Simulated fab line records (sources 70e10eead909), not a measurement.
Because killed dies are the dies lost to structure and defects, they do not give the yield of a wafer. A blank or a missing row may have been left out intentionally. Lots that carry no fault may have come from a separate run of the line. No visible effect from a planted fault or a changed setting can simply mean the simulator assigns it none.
Chamber matching    flow nandHarc    NHARC_A_CHANNEL_HOLE_D2_ETCH_44 on rieDiel-04 has 4 sister chambers
The step etches the open film in CF4/O2, target depth 140 nm, overetch 14 nm, time 77 s. 27 wafers are shown with their chamber, then 12 later ones without.

== WAFERS, EACH WITH ITS CHAMBER ==
wafer   chamber  showerheadPlenumPTorr (Torr)  drypumpMotorCurrentA (A)  rfVppV (V)
L074.4  0        1.35                          5.7                       197.7
L074.5  3        1.31                          6.4                       197.6
L074.6  2        1.28                          6.1                       197.8
L075.2  2        1.28                          6.1                       194.7
L075.3  0        1.35                          5.7                       198.6
L075.6  3        1.31                          6.5                       197.8
L077.2  2        1.28                          6.2                       196.8
L077.4  0        1.35                          5.7                       197.8
L077.5  2        1.28                          6.2                       196.9
L078.1  0        1.35                          5.6                       199.1
L078.4  2        1.28                          6.1                       197.2
L078.5  0        1.35                          5.7                       197.8
L081.1  2        1.28                          6.1                       193.7
L081.5  3        1.31                          6.5                       198.6
L081.6  0        1.35                          5.7                       197.8
L083.2  1        1.25                          6.1                       195.2
L083.3  2        1.28                          6.2                       196.9
L083.5  0        1.35                          5.8                       198.3
L086.1  3        1.31                          6.5                       199.0
L086.3  2        1.28                          6.1                       196.9
L086.4  0        1.35                          5.7                       196.5
L087.4  1        1.24                          6.1                       196.4
L087.5  1        1.24                          6.1                       195.8
L087.6  0        1.35                          5.7                       198.5
L089.2  3        1.31                          6.5                       198.7
L089.4  2        1.27                          6.1                       195.5
L089.6  0        1.35                          5.7                       198.1

SIGNATURES (averages over the wafers above)
reading                chamber 0  chamber 1  chamber 2  chamber 3  scatter within a chamber
showerheadPlenumPTorr  1.3500     1.2433     1.2789     1.3100     0.0026
drypumpMotorCurrentA   5.700      6.100      6.133      6.480      0.0457
rfVppV                 198.020    195.800    196.267    198.340    0.953
Rule: for each reading, subtract the chamber's mean from the wafer's reading, divide by that reading's scatter and square the result; add these up over the readings and take the root, which gives the wafer's distance from the chamber. The wafer belongs to the nearest chamber; if the next one is less than 2 further off, it can't be placed. The scatter is the square root of a quotient: the sum, over the shown wafers, of each reading's squared deviation from its chamber's mean, divided by wafers minus chambers.

== WAFERS MISSING THEIR CHAMBER ==
wafer   showerheadPlenumPTorr (Torr)  drypumpMotorCurrentA (A)  rfVppV (V)
L090.1  1.35                          5.6                       198.4
L090.2  1.27                          6.2                       197.1
L090.6  1.31                          6.4                       199.0
L092.3  1.35                          5.7                       197.5
L092.4  1.24                          6.1                       197.4
L092.5  1.24                          6.1                       197.3
L095.2  1.24                          6.1                       195.5
L095.5  1.31                          6.5                       196.2
L095.6  1.35                          5.7                       197.4
L097.3  1.31                          6.5                       197.2
L097.4  1.35                          5.7                       196.9
L097.6  1.27                          6.2                       195.0

== THE CHAMBER EACH PASSED THROUGH ==
wafer   from the rows above  in truth
L090.1  0                    0
L090.2  2                    2
L090.6  3                    3
L092.3  0                    0
L092.4  1                    1
L092.5  1                    1
L095.2  1                    1
L095.5  3                    3
L095.6  0                    0
L097.3  3                    3
L097.4  0                    0
L097.6  2                    2
12 of 12 placed correctly. Not placeable from these rows: 0. Placed wrongly: 0.
